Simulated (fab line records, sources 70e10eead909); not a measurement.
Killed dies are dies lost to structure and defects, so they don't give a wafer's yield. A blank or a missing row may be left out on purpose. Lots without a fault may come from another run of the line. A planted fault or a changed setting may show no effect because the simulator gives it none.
Which tool did it? | flow nand_harc | 13 lots, 39 wafers sampled, at 1 step of a route of 1302

WHAT THE GAUGES READ, wafer by wafer
NHARC_P_GATE_CD_MEAS_46: target cd 720 nm.
lot  | measured     | on        | cd_nm (nm)
L412 | day 5 14:29  | cd_sem-02 | 718.6 717.0 720.4
L415 | day 6 16:40  | cd_sem-02 | 721.3 719.3 722.0
L417 | day 7 15:50  | cd_sem-03 | 717.6 717.3 715.0
L418 | day 8 09:24  | cd_sem-01 | 720.0 718.3 721.1
L419 | day 8 16:59  | cd_sem-03 | 722.6 719.1 722.6
L420 | day 8 22:11  | cd_sem-01 | 720.3 718.0 721.1
L421 | day 9 08:14  | cd_sem-03 | 721.5 721.2 723.5
L422 | day 9 16:53  | cd_sem-03 | 720.4 719.4 717.2
L424 | day 10 07:33 | cd_sem-03 | 718.5 720.5 718.1
L425 | day 11 05:35 | cd_sem-03 | 721.6 722.5 720.5
L427 | day 11 14:18 | cd_sem-02 | 720.8 718.7 717.8
L426 | day 11 16:05 | cd_sem-02 | 717.6 719.9 715.9
L435 | day 15 06:25 | cd_sem-02 | 722.6 721.3 718.8

WHICH TOOL RAN EACH LOT (tool, then ch and the chambers of the sampled wafers, then the start)
The record holds no process step before these readings.

WHAT THE TOOLS THEMSELVES READ (means of the sampled wafers that have a number; where no wafer has one, the mark that the record gives instead)
The record holds no such reading with a usual standard deviation.

THE ANSWER, worked out from the rows above alone
Rule: what is usual is taken from the lots themselves. Put in order of their means at a reading, lots are off if they are a third of the lots or fewer, leave a main group of 4 or more, and stand apart from it by a gap of 3 or more times the standard deviation of the main group's means; of several such gaps the widest counts. A main group whose means are all the same, to the digits that the tables above print for the reading, isn't used. A lot without any number at a reading at which 4 lots or more have one is off too. The other lots that the step has rows for count as sound. The gauges are gone through in route order, then the tools' own readings, and for those a lot's mean is taken as printed above. The first step at which some lot is off is used, and at that step the reading that is off furthest; a lot without a number counts as furthest.
No lot is off at any reading shown: from this, nothing can be told.

WHAT THE SIMULATOR HAD PUT IN
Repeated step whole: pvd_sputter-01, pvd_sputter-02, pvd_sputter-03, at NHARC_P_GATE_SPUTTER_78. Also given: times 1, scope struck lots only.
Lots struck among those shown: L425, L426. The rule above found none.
